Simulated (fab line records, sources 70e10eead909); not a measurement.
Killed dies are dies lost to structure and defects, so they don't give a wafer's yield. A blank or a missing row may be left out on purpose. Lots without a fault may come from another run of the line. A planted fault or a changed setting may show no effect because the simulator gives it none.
Which tool did it? | flow nand_harc | 12 lots, 36 wafers sampled, at 6 steps of a route of 1159

WHAT THE GAUGES READ, wafer by wafer
NHARC_P_GATE_INSPECT_68. Usual: raw_defect_count 230, standard deviation 98.
lot  | measured     | on                | raw_defect_count | flag
L526 | day 5 11:05  | defect_inspect-02 | 469 171 138      |
L527 | day 5 11:46  | defect_inspect-01 | 214 308 189      |
L528 | day 5 23:05  | defect_inspect-01 | 202 161 172      |
L532 | day 7 03:58  | defect_inspect-02 | 93 165 169       |
L533 | day 7 04:18  | defect_inspect-01 | 197 326 256      |
L536 | day 7 16:15  | defect_inspect-01 | 629 507 849      | OFF
L535 | day 7 16:36  | defect_inspect-02 | 810 576 586      | OFF
L544 | day 9 16:53  | defect_inspect-01 | 222 135 206      |
L545 | day 10 02:59 | defect_inspect-01 | 260 153 166      |
L548 | day 10 20:16 | defect_inspect-01 | 157 199 163      |
L547 | day 10 21:01 | defect_inspect-02 | 354 102 249      |
L549 | day 11 00:54 | defect_inspect-01 | 307 300 317      |

NHARC_END_SORT_01. Usual: killed_at_array 26, standard deviation 8.4; killed_at_other 0.7, standard deviation 0.97; killed_at_periphery 3.2, standard deviation 2.2; killed_dies 30, standard deviation 8.5; killed_open 3.4, standard deviation 2; killed_short 2, standard deviation 1.3.
lot  | measured     | on        | killed_at_array | killed_at_other | killed_at_periphery | killed_dies | killed_open | killed_short | flag
L536 | day 21 17:41 | prober-01 | 23 15 14        | 1 0 0           | 83 77 75            | 107 92 89   | 1 3 3       | 1 2 1        | OFF
L535 | day 21 17:31 | prober-02 | 30 26 25        | 0 1 0           | 73 52 78            | 103 79 103  | 5 7 3       | 2 2 0        | OFF

WHICH TOOL RAN EACH LOT (tool, then ch and the chambers of the sampled wafers, then the start)
lot  | NHARC_P_GATE_ETCH_114              | NHARC_P_GATE_STRIP_113               | NHARC_P_GATE_STRIP_95                | NHARC_P_CONTACT_DEP_30
L526 | rie_diel-03 ch 0,1,3, day 4 16:00  | plasma_asher-02 ch 0,1, day 5 08:19  | plasma_asher-02 ch 0,1, day 5 09:02  | pecvd-04 ch 0,1,2, day 5 11:10
L527 | rie_diel-03 ch 0,1,3, day 4 16:00  | plasma_asher-02 ch 0,1, day 5 09:06  | plasma_asher-02 ch 0,1, day 5 09:49  | pecvd-02 ch 0,2, day 5 12:05
L528 | rie_diel-10 ch 0,1,3, day 5 05:00  | plasma_asher-02 ch 0,1, day 5 20:31  | plasma_asher-02 ch 0,1, day 5 21:14  | pecvd-02 ch 0,1, day 5 23:11
L532 | rie_diel-03 ch 0,2,3, day 6 09:00  | plasma_asher-01 ch 0,1, day 7 01:23  | plasma_asher-01 ch 0,1, day 7 02:07  | pecvd-03 ch 0,1,2, day 7 04:02
L533 | rie_diel-11 ch 1,2,3, day 6 09:00  | plasma_asher-02 ch 0,1, day 7 01:44  | plasma_asher-02 ch 0,1, day 7 02:27  | pecvd-04 ch 0,1,2, day 7 04:24
L536 | rie_diel-03 ch 0,1,2, day 6 22:00  | plasma_asher-02 ch 0,1, day 7 13:41  | plasma_asher-02 ch 0,1, day 7 14:25  | pecvd-04 ch 0,1,2, day 7 16:19
L535 | rie_diel-03 ch 0,3, day 6 22:00    | plasma_asher-01 ch 0, day 7 13:59    | plasma_asher-01 ch 0, day 7 14:36    | pecvd-03 ch 1,2, day 7 16:45
L544 | rie_diel-10 ch 0,1,3, day 8 22:00  | plasma_asher-02 ch 0,1, day 9 14:16  | plasma_asher-02 ch 0,1, day 9 14:58  | pecvd-04 ch 0,1,2, day 9 16:57
L545 | rie_diel-10 ch 0,3, day 9 08:00    | plasma_asher-01 ch 0,1, day 9 23:51  | plasma_asher-01 ch 0,1, day 10 00:34 | pecvd-03 ch 0,2, day 10 03:16
L548 | rie_diel-10 ch 0,1, day 10 02:00   | plasma_asher-01 ch 0,1, day 10 18:03 | plasma_asher-01 ch 0,1, day 10 18:26 | pecvd-02 ch 0,1,2, day 10 20:26
L547 | rie_diel-11 ch 2,3, day 10 02:00   | plasma_asher-01 ch 0,1, day 10 18:28 | plasma_asher-01 ch 0,1, day 10 19:11 | pecvd-02 ch 0,1, day 10 21:19
L549 | rie_diel-10 ch 1,2,3, day 10 06:00 | plasma_asher-02 ch 0,1, day 10 22:28 | plasma_asher-02 ch 0,1, day 10 23:04 | pecvd-02 ch 0,1, day 11 00:58
- NHARC_P_GATE_ETCH_114: etches the open film in CF4/O2, target depth 30 nm, overetch 3 nm, time 16.5 s.
- NHARC_P_GATE_STRIP_113: strips in N2/H2, time 740 s.
- NHARC_P_GATE_STRIP_95: strips in O2.
- NHARC_P_CONTACT_DEP_30: deposits SiNx, target thk 30 nm.

WHAT THE TOOLS THEMSELVES READ (means of the sampled wafers that have a number; where no wafer has one, the mark that the record gives instead)
NHARC_P_GATE_ETCH_114. Usual: drypump_motor_current_A 5.5 A, standard deviation 0.32; oes_product_au 1.005 a.u., standard deviation 0.013; rf_vpp_V 197.8 V, standard deviation 1.7; showerhead_plenum_p_Torr 1.33 Torr, standard deviation 0.075; throttle_valve_pct 13.399 %, standard deviation 0.0094.
lot  | tool        | drypump_motor_current_A (A) | oes_product_au (a.u.) | rf_vpp_V (V) | showerhead_plenum_p_Torr (Torr) | throttle_valve_pct (%) | flag
L526 | rie_diel-03 | 5.4                         | 0.998                 | 198.3        | 1.34                            | 13.396                 |
L527 | rie_diel-03 | 5.5                         | 1.000                 | 197.6        | 1.34                            | 13.395                 |
L528 | rie_diel-10 | 5.4                         | 1.009                 | 198.0        | 1.30                            | 13.393                 |
L532 | rie_diel-03 | 5.6                         | 1.002                 | 198.4        | 1.38                            | 13.396                 |
L533 | rie_diel-11 | 5.6                         | 0.998                 | 196.7        | 1.27                            | 13.401                 |
L536 | rie_diel-03 | 5.4                         | 1.010                 | 199.1        | 1.40                            | 13.392                 |
L535 | rie_diel-03 | 5.7                         | 1.000                 | 199.2        | 1.38                            | 13.411                 |
L544 | rie_diel-10 | 5.4                         | 1.022                 | 197.4        | 1.29                            | 13.395                 |
L545 | rie_diel-10 | 5.4                         | 1.010                 | 197.6        | 1.31                            | 13.388                 |
L548 | rie_diel-10 | 5.4                         | 1.017                 | 197.2        | 1.27                            | 13.404                 |
L547 | rie_diel-11 | 5.8                         | 0.998                 | 196.0        | 1.26                            | 13.397                 |
L549 | rie_diel-10 | 5.5                         | 1.021                 | 197.9        | 1.32                            | 13.392                 |

NHARC_P_GATE_STRIP_113. Usual: drypump_motor_current_A 5.49 A, standard deviation 0.28; heater_power_w 96 W, standard deviation 3.1.
lot  | tool            | drypump_motor_current_A (A) | heater_power_w (W) | flag
L526 | plasma_asher-02 | 5.54                        | 99                 |
L527 | plasma_asher-02 | 5.42                        | 96                 |
L528 | plasma_asher-02 | 5.40                        | 94                 |
L532 | plasma_asher-01 | 5.61                        | 95                 |
L533 | plasma_asher-02 | 5.55                        | 100                |
L536 | plasma_asher-02 | 5.41                        | 95                 |
L535 | plasma_asher-01 | 5.18                        | 92                 |
L544 | plasma_asher-02 | 5.53                        | 97                 |
L545 | plasma_asher-01 | 5.40                        | 93                 |
L548 | plasma_asher-01 | 5.39                        | 94                 |
L547 | plasma_asher-01 | 5.39                        | 93                 |
L549 | plasma_asher-02 | 5.53                        | 96                 |

NHARC_P_GATE_STRIP_95. Usual: drypump_motor_current_A 5.50 A, standard deviation 0.29; heater_power_w 357 W, standard deviation 12.
lot  | tool            | drypump_motor_current_A (A) | heater_power_w (W) | flag
L526 | plasma_asher-02 | 5.55                        | 366                |
L527 | plasma_asher-02 | 5.40                        | 349                |
L528 | plasma_asher-02 | 5.41                        | 355                |
L532 | plasma_asher-01 | 5.60                        | 360                |
L533 | plasma_asher-02 | 5.55                        | 366                |
L536 | plasma_asher-02 | 5.40                        | 359                |
L535 | plasma_asher-01 | 5.18                        | 347                |
L544 | plasma_asher-02 | 5.53                        | 361                |
L545 | plasma_asher-01 | 5.40                        | 345                |
L548 | plasma_asher-01 | 5.41                        | 351                |
L547 | plasma_asher-01 | 5.40                        | 349                |
L549 | plasma_asher-02 | 5.54                        | 362                |

NHARC_P_CONTACT_DEP_30. Usual: heater_power_w 687 W, standard deviation 71.
lot  | tool     | heater_power_w (W) | flag
L526 | pecvd-04 | 683                |
L527 | pecvd-02 | 697                |
L528 | pecvd-02 | 774                |
L532 | pecvd-03 | 712                |
L533 | pecvd-04 | 669                |
L536 | pecvd-04 | 667                |
L535 | pecvd-03 | 746                |
L544 | pecvd-04 | 660                |
L545 | pecvd-03 | 717                |
L548 | pecvd-02 | 668                |
L547 | pecvd-02 | 807                |
L549 | pecvd-02 | 801                |

THE ANSWER, worked out from the rows above alone
Rule: a lot is off if the mean of its wafers that have a number lies more than 3 standard deviations from the usual mean. A lot without any number at a reading at which 4 lots or more have one is off too. The other lots that the step has rows for count as sound. The gauges are gone through in route order, then the tools' own readings, and for those a lot's mean is taken as printed above. The first step at which some lot is off is used, and at that step the reading that is off furthest; a lot without a number counts as furthest.
Off: L536, L535, at NHARC_P_GATE_INSPECT_68 (raw_defect_count).
A tool fits if, at a process step before that reading, it ran every lot that is off, and no sound lot after the first of them. The gauges at NHARC_P_GATE_INSPECT_68 aren't tried: what is off there is off at NHARC_END_SORT_01 too, on other tools, and a gauge's error can't cause that. One fits: rie_diel-03 at NHARC_P_GATE_ETCH_114. Its last sound lot is L532 (day 6 09:00), its first lot that is off L536 (day 6 22:00): a fault that began between those two fits.

WHAT THE SIMULATOR HAD PUT IN
Chamber particle source: rie_diel-03, from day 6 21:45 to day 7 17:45, at NHARC_P_GATE_ETCH_114. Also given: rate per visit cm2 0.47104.
Lots struck among those shown: L536, L535. The rule above found the same.
